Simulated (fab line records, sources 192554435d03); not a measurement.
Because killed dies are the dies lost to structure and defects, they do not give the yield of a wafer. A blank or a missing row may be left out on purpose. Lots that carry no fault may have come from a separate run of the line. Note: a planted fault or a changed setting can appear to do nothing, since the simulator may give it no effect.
Matching of chambers :: flow n5 finfet :: N5_BEOL_M3_DESCUM_16 on rie diel-05 has 4 sister chambers
The step chemistry O2, time 7 s. 4 wafers are shown with their chamber, then 7 later ones without.

## WAFERS, EACH WITH ITS CHAMBER
wafer: L622.5
chamber: 1
showerhead plenum p Torr (Torr): 2.21

wafer: L623.5
chamber: 0
showerhead plenum p Torr (Torr): 1.96

wafer: L628.2
chamber: 3
showerhead plenum p Torr (Torr): 2.18

wafer: L628.3
chamber: 2
showerhead plenum p Torr (Torr): 2.20

## WAFERS WITHOUT THEIR CHAMBER
wafer: L628.6
showerhead plenum p Torr (Torr): 2.20

wafer: L634.1
showerhead plenum p Torr (Torr): 2.19

wafer: L634.3
showerhead plenum p Torr (Torr): 2.20

wafer: L634.4
showerhead plenum p Torr (Torr): 2.17

wafer: L632.1
showerhead plenum p Torr (Torr): 2.17

wafer: L632.4
showerhead plenum p Torr (Torr): 2.19

wafer: L632.6
showerhead plenum p Torr (Torr): 2.17

## EACH ONE'S CHAMBER
wafer: L628.6
from the rows above: can't be placed: 2 or 1
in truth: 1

wafer: L634.1
from the rows above: can't be placed: 3 or 2 or 1
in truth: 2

wafer: L634.3
from the rows above: can't be placed: 2 or 1
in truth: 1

wafer: L634.4
from the rows above: 3
in truth: 3

wafer: L632.1
from the rows above: 3
in truth: 3

wafer: L632.4
from the rows above: can't be placed: 3 or 2 or 1
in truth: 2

wafer: L632.6
from the rows above: 3
in truth: 3
Correct placement for 3 of the 7. Not placeable from these rows: 4 (in 4, the candidates include the true chamber). Wrongly placed: 0.
How it was worked out, from the rows above alone: a wafer's distance from a chamber is the root of the sum, over the readings, of the square of ((its reading less the chamber's mean) divided by the reading's scatter). If the next closest chamber is less than 2 further off than the closest, the wafer can't be placed; otherwise it belongs to the closest. A chamber's mean is the mean of its shown wafers. The scatter (one wafer shown for each chamber): square how far every hidden wafer sits from the nearest shown wafer, average those squares and take the square root.
